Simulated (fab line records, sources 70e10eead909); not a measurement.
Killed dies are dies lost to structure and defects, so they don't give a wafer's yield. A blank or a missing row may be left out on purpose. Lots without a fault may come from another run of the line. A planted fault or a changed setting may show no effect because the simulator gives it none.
A struck lot beside a sound one | flow nand_harc | 15 steps out of a route of 1302
Sound: wafers L346.1, L346.2, L346.5. Struck: wafers L344.1, L344.5, L344.6. The cause comes at the end.
At each step with rows: each side's tool, then ch and its chambers, then its first start. Under that, the readings that differ: sound wafers | struck wafers | difference of the means | sigmas: that difference in standard deviations of wafers without a fault.
alike: readings whose means differ by less than 2 such deviations, and words and numbers that are the same on both sides. not compared: withheld readings, readings that some wafer has no value for, bounds like >300 that may hide the same value, and numbers for which the record gives no deviation and whose values overlap.
The two part at a step that has a row with sigmas, a row that says differs or no value, or rows on one side only. Numbers that don't overlap but have no deviation are shown without sigmas and don't part them. A reading that every wafer of one side lacks parts them only if that side has two wafers or more.

NHARC_P_ZERO_WELL_CD_MEAS_24: target cd 720 nm.
  sound on cd_sem-02 ch 0, day 7 18:41; struck on cd_sem-02 ch 0, day 6 22:20
  alike: cd_nm
then, 1 step without rows for these wafers: NHARC_P_ZERO_WELL_HARDBAKE_25 (time 80 s).
NHARC_P_ZERO_WELL_DESCUM_26: chemistry O2, time 3 s.
  sound on rie_diel-13 ch 1,2,3, day 7 18:51; struck on rie_diel-02 ch 0,1, day 6 22:29
  alike: drypump_motor_current_A, mfc_ar_sccm, oes_product_au, rf_vpp_V, showerhead_plenum_p_Torr, throttle_valve_pct
  not compared: rf_hours_counter_h
then, 9 steps without rows for these wafers: NHARC_P_ZERO_WELL_IMPLANT_27; NHARC_P_ZERO_WELL_IMPLANT_57; NHARC_P_ZERO_WELL_IMPLANT_58; NHARC_P_ZERO_WELL_STRIP_28 (strips in SPM, time 840 s); NHARC_P_ZERO_WELL_DEHYDRATE_29 (time 120 s); NHARC_P_ZERO_WELL_HMDS_30 (time 30 s); NHARC_P_ZERO_WELL_COAT_31; NHARC_P_ZERO_WELL_SOFTBAKE_32 (time 95 s); NHARC_P_ZERO_WELL_EBR_33.
NHARC_P_ZERO_WELL_EXPOSE_34: exposes mask P PWELL, target cd 720 nm.
  sound on krf_scanner-02 ch 0, day 7 20:10; struck on krf_scanner-04 ch 0, day 6 23:41
  reading              | sound                | struck               | difference | sigmas
  exposure_dose_mJ_cm2 | 22.283 22.347 22.317 | 22.803 22.772 22.776 | +0.468     | +19
  alike: mask
then, 1 step without rows for these wafers: NHARC_P_ZERO_WELL_PEB_35 (peb time 85 s).
-- the record jumps here: 23 days lie between the struck wafers' starts before and after (it left off in module P_ZERO_WELL and takes up again in module END, whose first step shown is number 1302 of the route) --
NHARC_END_SORT_01:
  the record has rows for the struck wafers here (prober-02 ch 0, day 29 15:31) and none for the sound ones

WHERE THEY PART
First at NHARC_P_ZERO_WELL_EXPOSE_34; last, within this record, at NHARC_END_SORT_01.

WHY: what the simulator had put in
Process parameter drift: krf_scanner-04, from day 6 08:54 on, at NHARC_P_ZERO_WELL_EXPOSE_34. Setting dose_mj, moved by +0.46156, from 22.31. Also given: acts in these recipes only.
